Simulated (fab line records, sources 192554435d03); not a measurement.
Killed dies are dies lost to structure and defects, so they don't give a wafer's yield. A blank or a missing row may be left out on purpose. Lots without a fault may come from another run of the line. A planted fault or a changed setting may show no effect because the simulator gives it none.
Which tool did it? | flow n5_finfet | 10 lots, 30 wafers sampled, at 4 steps of a route of 1938

WHAT THE GAUGES READ, wafer by wafer
N5_BEOL_M5_OVL_MEAS_12. Usual: M5_OVL 0.0 nm, standard deviation 0.61.
lot  | measured     | on         | M5_OVL (nm)   | flag
L529 | day 8 07:37  | overlay-02 | -0.9 0.2 -0.1 |
L530 | day 8 12:23  | overlay-02 | 1.2 0.2 0.5   |
L533 | day 9 10:08  | overlay-02 | -0.7 0.0 0.1  |
L532 | day 9 14:02  | overlay-02 | 1.3 0.6 0.9   |
L538 | day 10 01:53 | overlay-02 | 0.2 -0.3 0.1  |
L539 | day 10 21:14 | overlay-02 | 6.2 6.6 6.0   | OFF
L541 | day 11 11:30 | overlay-02 | 6.5 7.5 6.4   | OFF
L542 | day 11 14:39 | overlay-02 | 0.1 0.7 -0.1  |
L543 | day 12 02:39 | overlay-01 | 5.9 7.3 6.9   | OFF
L545 | day 12 08:23 | overlay-01 | 0.0 0.5 -0.2  |

WHICH TOOL RAN EACH LOT (tool, then ch and the chambers of the sampled wafers, then the start)
lot  | N5_BEOL_M4_SPUTTER_96        | N5_BEOL_M4_PRE_CLEAN_60          | N5_BEOL_M5_EXPOSE_08
L529 | pvd_sputter-03, day 8 04:05  | cvd_co-02 ch 0,1, day 8 04:56    | euv_scanner-02 ch 0, day 8 07:27
L530 | pvd_sputter-01, day 8 08:55  | cvd_co-01 ch 0,2, day 8 09:44    | euv_scanner-02 ch 0, day 8 12:13
L533 | pvd_sputter-01, day 9 06:08  | cvd_co-01 ch 0,1,2, day 9 07:22  | euv_scanner-02 ch 0, day 9 09:59
L532 | pvd_sputter-01, day 9 09:56  | cvd_co-02 ch 0,1,2, day 9 10:55  | euv_scanner-02 ch 0, day 9 13:52
L538 | pvd_sputter-01, day 9 21:43  | cvd_co-01 ch 0,1, day 9 22:32    | euv_scanner-02 ch 0, day 10 01:44
L539 | pvd_sputter-02, day 10 16:47 | cvd_co-02 ch 0,2, day 10 17:37   | euv_scanner-02 ch 0, day 10 21:04
L541 | pvd_sputter-03, day 11 06:04 | cvd_co-02 ch 1,2, day 11 06:54   | euv_scanner-02 ch 0, day 11 11:20
L542 | pvd_sputter-03, day 11 10:41 | cvd_co-02 ch 0,1,2, day 11 11:31 | euv_scanner-01 ch 0, day 11 14:29
L543 | pvd_sputter-01, day 11 21:39 | cvd_co-01 ch 0,1,2, day 11 23:06 | euv_scanner-02 ch 0, day 12 02:29
L545 | pvd_sputter-03, day 12 03:14 | cvd_co-02 ch 0,1,2, day 12 04:04 | euv_scanner-01 ch 0, day 12 08:14
- N5_BEOL_M4_SPUTTER_96: material Cu, target thk 4.5 nm, time 8.29 s.
- N5_BEOL_M4_PRE_CLEAN_60: time 15 s.
- N5_BEOL_M5_EXPOSE_08: exposes mask M5, target cd 28 nm.

WHAT THE TOOLS THEMSELVES READ (means of the sampled wafers that have a number; where no wafer has one, the mark that the record gives instead)
N5_BEOL_M4_SPUTTER_96. Usual: chuck_gas_flow_sccm 1.26 sccm, standard deviation 0.056; susceptor_temp_C -19.99 C, standard deviation 0.11; throttle_valve_pct 29.7 %, standard deviation 1.3.
lot  | tool           | chuck_gas_flow_sccm (sccm) | susceptor_temp_C (C) | throttle_valve_pct (%) | flag
L529 | pvd_sputter-03 | 1.31                       | -20.00               | 30.3                   |
L530 | pvd_sputter-01 | 1.24                       | -19.97               | 30.5                   |
L533 | pvd_sputter-01 | 1.26                       | -20.06               | 30.2                   |
L532 | pvd_sputter-01 | 1.29                       | -20.01               | 30.3                   |
L538 | pvd_sputter-01 | 1.30                       | -19.97               | 29.6                   |
L539 | pvd_sputter-02 | 1.20                       | -19.98               | 29.5                   |
L541 | pvd_sputter-03 | 1.26                       | -19.89               | 29.2                   |
L542 | pvd_sputter-03 | 1.23                       | -20.05               | 30.8                   |
L543 | pvd_sputter-01 | 1.27                       | -20.01               | 30.2                   |
L545 | pvd_sputter-03 | 1.23                       | -20.06               | 29.9                   |

N5_BEOL_M4_PRE_CLEAN_60. Usual: heater_power_w 72 W, standard deviation 20; rf_fwd_power_W 296.8 W, standard deviation 1.
lot  | tool      | heater_power_w (W) | rf_fwd_power_W (W) | flag
L529 | cvd_co-02 | 69                 | 298.0              |
L530 | cvd_co-01 | 69                 | 297.2              |
L533 | cvd_co-01 | 63                 | 297.0              |
L532 | cvd_co-02 | 83                 | 296.7              |
L538 | cvd_co-01 | 58                 | 295.7              |
L539 | cvd_co-02 | 102                | 296.3              |
L541 | cvd_co-02 | 80                 | 296.2              |
L542 | cvd_co-02 | 85                 | 296.3              |
L543 | cvd_co-01 | 64                 | 297.2              |
L545 | cvd_co-02 | 84                 | 296.9              |

N5_BEOL_M5_EXPOSE_08. Usual: reticle_temp_C 22.99 C, standard deviation 0.1; stage_msd_nm 0.82 nm, standard deviation 0.046.
lot  | tool           | reticle_temp_C (C) | stage_msd_nm (nm) | flag
L529 | euv_scanner-02 | 22.84              | 0.84              |
L530 | euv_scanner-02 | 22.93              | 0.85              |
L533 | euv_scanner-02 | 22.99              | 0.84              |
L532 | euv_scanner-02 | 23.01              | 0.84              |
L538 | euv_scanner-02 | 23.09              | 0.84              |
L539 | euv_scanner-02 | 22.95              | 0.84              |
L541 | euv_scanner-02 | 23.19              | 0.84              |
L542 | euv_scanner-01 | 23.02              | 0.73              |
L543 | euv_scanner-02 | 22.95              | 0.84              |
L545 | euv_scanner-01 | 22.87              | 0.73              |

THE ANSWER, worked out from the rows above alone
Rule: a lot is off if the mean of its wafers that have a number lies more than 3 standard deviations from the usual mean. A lot without any number at a reading at which 4 lots or more have one is off too. The other lots that the step has rows for count as sound. The gauges are gone through in route order, then the tools' own readings, and for those a lot's mean is taken as printed above. The first step at which some lot is off is used, and at that step the reading that is off furthest; a lot without a number counts as furthest.
Off: L539, L541, L543, at N5_BEOL_M5_OVL_MEAS_12 (M5_OVL).
A tool fits if, at a process step before that reading, it ran every lot that is off, and no sound lot after the first of them. The gauges at N5_BEOL_M5_OVL_MEAS_12 are tried like those tools. One fits: euv_scanner-02 at N5_BEOL_M5_EXPOSE_08. Its last sound lot is L538 (day 10 01:44), its first lot that is off L539 (day 10 21:04): a fault that began between those two fits.

WHAT THE SIMULATOR HAD PUT IN
Scanner matching overlay: euv_scanner-02, from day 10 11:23 on, at N5_BEOL_M5_EXPOSE_08. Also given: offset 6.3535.
Lots struck among those shown: L539, L541, L543. The rule above found the same.
